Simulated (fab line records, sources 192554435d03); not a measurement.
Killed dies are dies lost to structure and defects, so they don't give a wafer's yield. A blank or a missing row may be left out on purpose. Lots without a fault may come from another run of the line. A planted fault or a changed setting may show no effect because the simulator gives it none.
fab line records | flow n5_finfet | part 1 of 2: steps 1 to 33 of 35
record lots=7 wafers=21 last_day=18
route steps=1938 shown START@1 ZERO_LAYER@2 WELL_APT@20 BEOL_M4@1111 PASSIVATION@1936
lots that met no fault: from a run of the same line without faults
start_h: hours from the record's first day to the start of the lot's first wafer shown | wait_h: hours since the lot's step before | " the same as in the row above | L1.1+2: a row that stands for several wafers | - no value, or no start given | * or withheld: withheld | < > ~ a bound
route shown NAME@n: a module of which the file shows steps, and the number in the route of the first | usual: mean/standard deviation of fault-free wafers | same: alike in all rows | chamber/n: place in a boat | sites: the reading at each site | _std_site: their standard deviation | _edge_site: outer sites' mean less inner sites' | radius_mm: how far each site lies from the wafer's centre | mask NAME#n: copy n | behind: the tool/chamber that last shaped the wafer | hold: why the lot was held/for how many hours/how that ended | device: the transistor (n, p or np) that didn't switch | end of line: the same wafers' tests at the end of the route | a step without rows: its recipe alone | killed: dies lost to structure and defects at the first sort, not the wafer's yield | map: a wafer's dies, x killed, . not, _ none there
set.NAME: the setting as run; set.NAME@STEP: as run at that earlier step | model.NAME: the simulator's own value behind a step, which no gauge read
lots at some steps of the route; a table a step, a row a wafer
services: from which hour (start_h, from the record's first day; less than 0 if before it) a tool's chamber was out of use, for how many hours, and why
## steps
# step N5_START_INSPECT_01
# recipe inspect_instrument=unpatterned_scan mode=incoming
# usual raw_defect_count=6.3/2.6
# columns lot.wafer tool chamber start_h wait_h raw_defect_count
L945.2 defect_inspect-01 - 72.03 - 6
L945.4 " - " " 6
L945.6 " - " " 5
L946.1 defect_inspect-01 - 78.03 - 9
L946.2 " - " " 7
L946.6 " - " " 3
L947.1 defect_inspect-01 - 84.03 - 4
L947.2 " - " " 5
L947.4 " - " " 9
L948.1 defect_inspect-01 - 90.03 - 7
L948.3 " - " " 8
L948.6 " - " " 5
L952.1 defect_inspect-01 - 114.03 - 9
L952.3 " - " " 7
L952.5 " - " " 6
L955.1 defect_inspect-01 - 132.03 - 7
L955.2 " - " " 8
L955.5 " - " " 2
L958.2 defect_inspect-02 - 150.03 - 3
L958.3 " - " " 11
L958.6 " - " " 7
# step N5_ZERO_LAYER_PRECLEAN_00
# recipe chemistry=SPM time_s=600 temp_c=120 mix=4:1
# step N5_ZERO_LAYER_SRD_01
# recipe time_s=30 temp_c=23 rinse_liquid=diw dry=n2_spin spin_rpm=1500 dry_time_s=30
# step N5_ZERO_LAYER_PECVD_02
# recipe material=SiO2 target_thk_a=100 temp_c=400 precursor=SiH4/N2O pressure_torr=0.75 rf_w=275 time_s=6
# usual chamber_pressure_Torr=0.7502/0.0017 heater_power_outer_w=444/52 heater_power_w=734/66 showerhead_plenum_p_Torr=8.14/0.091 susceptor_temp_C=400.04/0.22 time_s=6/0
# columns lot.wafer tool chamber start_h wait_h chamber_pressure_Torr heater_power_outer_w heater_power_w showerhead_plenum_p_Torr susceptor_temp_C time_s
L945.2 pecvd-02 2 72.28 0.0 0.7496 496 827 8.07 400.46 6
L945.4 " 0 " " 0.7511 451 715 8.24 400.05 6
L945.6 " 2 " " 0.7499 480 802 8.06 399.96 6
L946.1 pecvd-01 0 78.29 0.0 - - - - - -
L946.2 " 1 " " - - - - - -
L946.6 " 2 " " - - - - - -
L947.1 pecvd-02 2 84.28 0.0 - - - - - -
L947.2 " 0 " " - - - - - -
L947.4 " 1 " " - - - - - -
L948.1 pecvd-02 1 90.28 0.0 - - - - - -
L948.3 " 0 " " - - - - - -
L948.6 " 2 " " - - - - - -
L952.1 pecvd-01 1 114.28 0.0 0.7523 389 605 8.13 399.86 6
L952.3 " 0 " " 0.7499 442 782 8.16 400.08 6
L952.5 " 0 " " 0.7497 451 768 8.16 400.26 6
L955.1 pecvd-01 1 132.28 0.0 0.7501 403 648 8.15 400.36 6
L955.2 " 0 " " 0.7479 437 766 8.17 400.02 6
L955.5 " 2 " " 0.7513 430 712 7.98 400.31 6
L958.2 pecvd-03 2 150.28 0.0 0.7503 468 785 8.19 399.75 6
L958.3 " 0 " " 0.7489 418 697 8.26 400.17 6
L958.6 " 2 " " 0.7481 477 801 8.22 400.01 6
# step N5_ZERO_LAYER_HMDS_04
# recipe time_s=60 temp_c=120
# step N5_ZERO_LAYER_COAT_05
# recipe spin_rpm=1500 resist_thk_nm=1000
# step N5_ZERO_LAYER_EBR_07
# recipe solvent=PGMEA ebr_width_mm=1.5
# step N5_ZERO_LAYER_SOFTBAKE_06
# recipe temp_c=100 time_s=90
# step N5_ZERO_LAYER_EXPOSE_08
# recipe mask_id=ZERO na=0.55 source_shape=conventional sigma_outer=0.8 polarization=unpolarized defocus_nm=0 target_cd_nm=2000 dose_mj=16.2
# step N5_ZERO_LAYER_PEB_09
# recipe peb_temp_c=withheld peb_time_s=*
# step N5_ZERO_LAYER_DEVELOP_10
# recipe develop_time_s=60 rinse_liquid=diw dry=air_spin dev_temp_c=21
# step N5_ZERO_LAYER_HARDBAKE_23
# recipe temp_c=130 time_s=120
# step N5_ZERO_LAYER_CD_MEAS_11
# recipe target_cd_nm=2000 landing_energy_ev=500 detector=se_inlens
# usual cd_nm=1999.0/2.9
# columns lot.wafer tool chamber start_h wait_h cd_nm
L945.2 cd_sem-01 0 72.77 - 1999.9
L945.4 " 0 " " 1998.2
L945.6 " 0 " " 2000.1
L946.1 cd_sem-01 0 78.65 - 2001.6
L946.2 " 0 " " 2000.8
L946.6 " 0 " " 2000.4
L947.1 cd_sem-01 0 84.77 - 1999.3
L947.2 " 0 " " 1998.8
L947.4 " 0 " " 1999.6
L948.1 cd_sem-03 0 90.64 - 2002.7
L948.3 " 0 " " 2002.6
L948.6 " 0 " " 1999.7
L952.1 cd_sem-03 0 114.79 - 2000.7
L952.3 " 0 " " 1998.9
L952.5 " 0 " " 1997.3
L955.1 cd_sem-01 0 132.64 - 1999.9
L955.2 " 0 " " 2001.4
L955.5 " 0 " " 1999.4
L958.2 cd_sem-02 0 150.77 - 1995.2
L958.3 " 0 " " 1996.9
L958.6 " 0 " " 1998.1
# step N5_ZERO_LAYER_DESCUM_16
# recipe chemistry=O2 time_s=7.9 source_power_w=50 bias_power_w=20 pressure_mtorr=20 rf_frequency_hz=2.712e+07 temp_c=40 o2_flow_sccm=225
# usual drypump_motor_current_A=5.7/0.62 oes_product_au=0.76/0.069 rf_vpp_V=243.3/1.4 showerhead_plenum_p_Torr=2.10/0.07 throttle_valve_pct=20.4/0.37
# same time_s=7.9
# columns lot.wafer tool chamber start_h wait_h drypump_motor_current_A oes_product_au rf_hours_counter_h rf_vpp_V showerhead_plenum_p_Torr throttle_valve_pct
L945.2 rie_diel-02 2 72.80 0.0 4.7 0.70 226 245.2 2.16 20.7
L945.4 " 3 " " 6.6 0.95 11 241.8 2.05 19.9
L945.6 " 2 " " 4.7 0.71 - 242.6 2.16 20.7
L946.1 rie_diel-02 0 78.69 0.0 5.8 0.72 185 242.9 2.18 21.0
L946.2 " 1 " " 6.6 0.73 164 244.8 2.18 20.6
L946.6 " 1 " " 6.6 0.73 - 242.6 2.18 20.6
L947.1 rie_diel-03 0 85.44 0.7 5.1 0.72 201 243.5 2.08 20.7
L947.2 " 3 " " 5.8 0.82 68 242.8 2.12 20.1
L947.4 " 1 " " 6.3 0.72 189 243.8 2.16 20.1
L948.1 rie_diel-02 2 91.42 0.8 4.7 0.69 233 244.4 2.16 20.7
L948.3 " 1 " " 6.6 0.72 170 242.6 2.18 20.6
L948.6 " 2 " " 4.7 0.69 - 244.8 2.16 20.7
L952.1 rie_diel-03 0 114.83 0.0 5.1 0.71 211 242.7 2.08 20.7
L952.3 " 2 " " 5.6 0.75 185 242.6 2.10 20.8
L952.5 " 1 " " 6.3 0.73 - 244.1 2.16 20.1
L955.1 rie_diel-03 2 134.36 1.7 5.6 0.75 191 243.7 2.10 20.8
L955.2 " 0 " " 5.1 0.71 218 243.3 2.07 20.8
L955.5 " 2 " " 5.6 0.74 - 240.9 2.10 20.8
L958.2 rie_diel-04 1 150.81 0.0 5.3 0.85 80 241.0 2.03 20.0
L958.3 " 0 " " 5.8 0.77 123 240.2 1.93 20.4
L958.6 " 0 " " 5.9 0.76 - 240.5 1.93 20.4
# step N5_ZERO_LAYER_ETCH_17
# recipe chemistry=CF4 target=SiO2 target_depth_a=120 time_s=13.3 ion_energy_ev=350 pressure_mtorr=40 source_w=450 bias_w=215 Ar_flow_sccm=100 cf4_flow_sccm=100
# usual drypump_motor_current_A=5.7/0.63 mfc_ar_sccm=100.0/0.32 oes_product_au=0.76/0.069 rf_vpp_V=949/4.1 showerhead_plenum_p_Torr=2.15/0.067 throttle_valve_pct=15.7/0.33
# same time_s=13.3
# columns lot.wafer tool chamber start_h wait_h drypump_motor_current_A mfc_ar_sccm oes_product_au rf_hours_counter_h rf_vpp_V showerhead_plenum_p_Torr throttle_valve_pct
L945.2 rie_diel-02 2 72.84 0.0 4.6 100.2 0.71 226 952 2.22 16.0
L945.4 " 3 " " 6.6 99.9 0.94 11 946 2.11 15.2
L945.6 " 2 " " 4.6 100.3 0.71 - 954 2.22 16.0
L946.1 rie_diel-02 0 78.72 0.0 5.8 99.6 0.72 185 954 2.23 16.2
L946.2 " 1 " " 6.6 99.4 0.73 164 953 2.21 15.8
L946.6 " 1 " " 6.6 99.7 0.72 - 953 2.21 15.8
L947.1 rie_diel-03 0 85.48 0.0 5.1 100.2 0.72 201 949 2.14 16.0
L947.2 " 3 " " 5.8 100.2 0.82 69 951 2.17 15.3
L947.4 " 1 " " 6.3 99.7 0.73 189 954 2.21 15.4
L948.1 rie_diel-02 2 91.45 0.0 4.6 99.9 0.70 233 952 2.21 16.0
L948.3 " 1 " " 6.6 100.4 0.72 170 954 2.21 15.8
L948.6 " 2 " " 4.6 99.8 0.70 - 953 2.21 16.0
L952.1 rie_diel-03 0 114.87 0.0 5.1 99.5 0.70 211 945 2.13 16.0
L952.3 " 2 " " 5.6 100.3 0.74 185 948 2.13 15.9
L952.5 " 1 " " 6.3 99.7 0.71 - 953 2.21 15.4
L955.1 rie_diel-03 2 134.40 0.0 5.6 99.9 0.75 191 947 2.13 15.9
L955.2 " 0 " " 5.1 100.4 0.70 218 947 2.13 16.0
L955.5 " 2 " " 5.6 99.7 0.75 - 947 2.13 15.9
L958.2 rie_diel-04 1 150.84 0.0 5.3 100.0 0.83 80 944 2.07 15.3
L958.3 " 0 " " 5.9 100.0 0.76 123 938 1.98 15.6
L958.6 " 0 " " 5.9 100.1 0.76 - 939 1.98 15.6
# step N5_ZERO_LAYER_ETCH_18
# recipe chemistry=HBr/Cl2 target=Si target_depth_a=1200 time_s=40 pressure_mtorr=10 icp_w=800 bias_w=75 HBr_flow_sccm=150 Cl2_flow_sccm=80
# usual drypump_motor_current_A=5.7/0.36 oes_product_au=1.002/0.019 throttle_valve_pct=36.5/0.36
# same time_s=40
# columns lot.wafer tool chamber start_h wait_h drypump_motor_current_A oes_product_au rf_hours_counter_h throttle_valve_pct
L945.2 rie_si-05 3 72.91 0.0 5.3 1.016 60 36.0
L945.4 " 3 " " 5.3 1.013 - 36.0
L945.6 " 1 " " 5.8 1.000 - 36.8
L946.1 rie_si-02 2 78.79 0.0 5.4 0.991 128 36.4
L946.2 " 0 " " 6.0 0.984 198 36.6
L946.6 " 0 " " 6.0 0.990 - 36.6
L947.1 rie_si-02 1 85.55 0.0 5.7 0.993 20 36.2
L947.2 " 3 " " 5.4 1.003 32 36.1
L947.4 " 0 " " 6.0 0.987 198 36.6
L948.1 rie_si-03 2 91.52 0.0 5.3 1.018 53 36.4
L948.3 " 3 " " 6.1 1.012 8 36.7
L948.6 " 0 " " 6.0 1.024 - 37.0
L952.1 rie_si-02 3 114.94 0.0 5.3 1.003 33 36.1
L952.3 " 1 " " 5.7 0.997 21 36.2
L952.5 " 2 " " 5.5 0.979 - 36.4
L955.1 rie_si-03 1 134.47 0.0 6.1 0.978 170 36.9
L955.2 " 3 " " 6.1 1.010 9 36.7
L955.5 " 1 " " 6.1 0.969 - 36.9
L958.2 rie_si-03 1 150.92 0.0 6.1 0.963 171 36.9
L958.3 " 3 " " 6.1 1.005 9 36.7
L958.6 " 0 " " 6.0 0.997 - 36.9
# step N5_ZERO_LAYER_STRIP_24
# recipe chemistry=O2 power_w=1000 temp_c=250 overash_fraction=0.3 pressure_mtorr=1000 o2_flow_sccm=6750
# usual drypump_motor_current_A=5.6/0.44 heater_power_w=312/26 oes_product_au=0.646/0.0045 strip_time_to_endpoint_s=43.84/0.076
# columns lot.wafer tool chamber start_h wait_h drypump_motor_current_A heater_power_w oes_product_au rf_hours_counter_h strip_time_to_endpoint_s
L945.2 plasma_asher-01 0 73.02 0.1 5.7 328 0.647 87 43.97
L945.4 " 0 " " 5.6 334 0.655 - 43.90
L945.6 " 0 " " 5.6 335 0.645 - 43.94
L946.1 plasma_asher-02 1 78.90 0.1 5.1 269 0.646 35 43.89
L946.2 " 0 " " 5.4 331 0.646 35 43.97
L946.6 " 1 " " 5.1 270 0.656 - 43.87
L947.1 plasma_asher-02 0 85.66 0.1 5.4 329 0.647 37 43.84
L947.2 " 1 " " 5.1 273 0.651 37 43.82
L947.4 " 0 " " 5.4 317 0.643 - 43.78
L948.1 plasma_asher-02 0 91.63 0.1 5.4 332 0.641 39 43.82
L948.3 " 1 " " 5.1 275 0.640 - 43.92
L948.6 " 0 " " 5.4 331 0.639 - 43.87
L952.1 plasma_asher-02 1 115.04 0.1 5.1 277 0.649 43 43.65
L952.3 " 0 " " 5.4 329 0.651 - 43.79
L952.5 " 0 " " 5.4 326 0.643 - 43.63
L955.1 plasma_asher-02 0 134.66 0.1 5.4 328 0.649 48 44.00
L955.2 " 1 " " 5.1 268 0.649 48 43.93
L955.5 " 1 " " 5.1 271 0.646 - 43.91
L958.2 plasma_asher-01 1 151.02 0.1 6.3 317 0.642 100 43.91
L958.3 " 1 " " 6.3 318 0.644 - 43.86
L958.6 " 1 " " 6.3 315 0.645 - 44.05
# step N5_ZERO_LAYER_STRIP_19
# recipe chemistry=SPM time_s=900 temp_c=130 h2so4_h2o2_vol_ratio=4 dry=ipa_marangoni
# step N5_ZERO_LAYER_INSPECT_20
# recipe inspect_instrument=darkfield mode=post_clean
# usual raw_defect_count=39/17
# columns lot.wafer tool chamber start_h wait_h raw_defect_count
L945.2 defect_inspect-02 - 73.38 0.0 39
L945.4 " - " " 55
L945.6 " - " " 42
L946.1 defect_inspect-01 - 79.26 0.0 7
L946.2 " - " " 1
L946.6 " - " " 4
L947.1 defect_inspect-01 - 86.02 0.0 2
L947.2 " - " " 3
L947.4 " - " " 5
L948.1 defect_inspect-02 - 91.99 0.0 3
L948.3 " - " " 3
L948.6 " - " " 3
L952.1 defect_inspect-01 - 115.40 0.0 34
L952.3 " - " " 25
L952.5 " - " " 39
L955.1 defect_inspect-02 - 135.02 0.0 56
L955.2 " - " " 32
L955.5 " - " " 46
L958.2 defect_inspect-01 - 151.39 0.0 23
L958.3 " - " " 34
L958.6 " - " " 28
# step N5_WELL_APT_HMDS_01
# recipe time_s=60 temp_c=120
# step N5_WELL_APT_COAT_02
# recipe spin_rpm=1357 resist_thk_nm=950
# step N5_WELL_APT_EBR_04
# recipe solvent=PGMEA ebr_width_mm=1.5
# step N5_WELL_APT_SOFTBAKE_03
# recipe temp_c=130 time_s=60
# step N5_WELL_APT_EXPOSE_05
# recipe mask_id=NWELL na=0.8 source_shape=conventional sigma_outer=0.8 polarization=unpolarized defocus_nm=0 target_cd_nm=200 dose_mj=20.3
# step N5_WELL_APT_PEB_06
# recipe peb_temp_c=130 peb_time_s=90
# step N5_WELL_APT_DEVELOP_07
# recipe develop_time_s=45 rinse_liquid=surfactant_rinse dry=air_spin dev_temp_c=21
# step N5_WELL_APT_HARDBAKE_12
# recipe temp_c=130 time_s=120
# step N5_WELL_APT_CD_MEAS_08
# recipe target_cd_nm=200 landing_energy_ev=500 detector=se_inlens
# usual cd_nm=199.5/1.6
# columns lot.wafer tool chamber start_h wait_h cd_nm
L945.2 cd_sem-02 0 73.68 - 199.4
L945.4 " 0 " " 201.9
L945.6 " 0 " " 202.0
L948.1 cd_sem-01 0 92.42 - 200.4
L948.3 " 0 " " 201.2
L948.6 " 0 " " 199.9
L952.1 cd_sem-03 0 115.71 - 197.1
L952.3 " 0 " " 200.5
L952.5 " 0 " " 196.8
L955.1 cd_sem-02 0 135.45 - 195.7
L955.2 " 0 " " 197.2
L955.5 " 0 " " 198.9
L958.2 cd_sem-01 0 151.69 - 198.6
L958.3 " 0 " " 200.5
L958.6 " 0 " " 200.8
# step N5_WELL_APT_OVL_MEAS_09
# recipe points_per_wafer=44
# usual NWELL_OVL=-3/5.1
# columns lot.wafer tool chamber start_h wait_h NWELL_OVL[nm]
L945.2 overlay-02 0 73.71 0.0 7
L945.4 " 0 " " 2
L945.6 " 0 " " 3
L948.1 overlay-02 0 92.45 0.0 8
L948.3 " 0 " " 2
L948.6 " 0 " " 6
L952.1 overlay-01 0 115.74 0.0 2
L952.3 " 0 " " 1
L952.5 " 0 " " -4
L955.1 overlay-02 0 135.48 0.0 -6
L955.2 " 0 " " 3
L955.5 " 0 " " -6
L958.2 overlay-02 0 151.72 0.0 -3
L958.3 " 0 " " -4
L958.6 " 0 " " -5
# step N5_WELL_APT_INSPECT_10
# recipe mode=adi inspect_instrument=macro
# usual raw_defect_count=2.2/1.4
# columns lot.wafer tool chamber start_h wait_h raw_defect_count
L945.2 defect_inspect-02 - 73.73 0.0 2
L945.4 " - " " 3
L945.6 " - " " 0
L948.1 defect_inspect-01 - 92.47 0.0 4
L948.3 " - " " 2
L948.6 " - " " 2
L952.1 defect_inspect-01 - 115.76 0.0 0
L952.3 " - " " 4
L952.5 " - " " 0
L955.1 defect_inspect-02 - 135.51 0.0 3
L955.2 " - " " 5
L955.5 " - " " 1
L958.2 defect_inspect-01 - 151.75 0.0 1
L958.3 " - " " 3
L958.6 " - " " 5
# step N5_WELL_APT_DESCUM_13
# recipe chemistry=O2 time_s=7.9 source_power_w=50 bias_power_w=20 pressure_mtorr=20 rf_frequency_hz=2.712e+07 temp_c=40 o2_flow_sccm=225
# usual drypump_motor_current_A=5.9/0.55 oes_product_au=0.77/0.076 rf_vpp_V=242.9/1.3 showerhead_plenum_p_Torr=2.08/0.068 throttle_valve_pct=20.41/0.17
# same time_s=7.9
# columns lot.wafer tool chamber start_h wait_h drypump_motor_current_A oes_product_au rf_hours_counter_h rf_vpp_V showerhead_plenum_p_Torr throttle_valve_pct
L945.2 rie_diel-05 3 73.77 0.0 6.7 0.74 167 242.5 1.99 20.50
L945.4 " 1 " " 6.0 0.91 25 242.7 2.06 20.51
L945.6 " 1 " " 6.0 0.90 - 242.6 2.06 20.52
L948.1 rie_diel-05 2 92.50 0.0 5.6 0.80 111 243.2 2.12 20.41
L948.3 " 1 " " 6.0 0.88 32 242.5 2.06 20.55
L948.6 " 3 " " 6.7 0.74 - 241.8 1.99 20.52
L952.1 rie_diel-05 3 115.84 0.1 6.7 0.73 183 242.1 1.98 20.53
L952.3 " 1 " " 5.9 0.86 42 243.9 2.06 20.54
L952.5 " 3 " " 6.7 0.74 - 243.0 1.98 20.53
L955.1 rie_diel-01 1 135.54 0.0 5.3 0.75 158 243.0 2.08 20.62
L955.2 " 0 " " 6.2 0.69 243 240.3 1.97 20.22
L955.5 " 3 " " 5.9 0.70 - 244.5 2.14 20.32
L958.2 rie_diel-01 3 151.78 0.0 5.9 0.69 247 244.2 2.13 20.32
L958.3 " 1 " " 5.3 0.73 163 242.3 2.08 20.62
L958.6 " 1 " " 5.3 0.73 - 244.2 2.08 20.60
# step N5_WELL_APT_IMPLANT_14
# recipe species=P energy_kev=160 dose_cm2=1.5e+13 tilt_deg=0 rotation_deg=0
# step N5_WELL_APT_IMPLANT_15
# recipe species=As energy_kev=25 dose_cm2=1.5e+13 tilt_deg=0 rotation_deg=0
## key
first_sign step=N5_ZERO_LAYER_PECVD_02 reading=tool_record direction=missing
effect step=N5_BEOL_M4_RC_MEAS_101 reading=CJ_N direction=down sigmas=11 usual=4.30 struck=3.40
effect step=N5_BEOL_M4_RC_MEAS_101 reading=RS_PWELL direction=down sigmas=9.2 usual=3010 struck=2820
met_at N5_ZERO_LAYER_PECVD_02
struck_wafers L946.1,L946.2,L946.6,L947.1,L947.2,L947.4,L948.1,L948.3,L948.6
rows_end L946.1,L946.2,L946.6,L947.1,L947.2,L947.4,L948.1,L948.3,L948.6
onset_between 72.28 78.29
fault kind=skipped_step_whole tool=pecvd-01,pecvd-02 chamber=- onset_h=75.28 steps=N5_ZERO_LAYER_PECVD_02 scope=struck_lots_only
# rows_end: these wafers met a further fault down the route, and their rows from its step on are left out
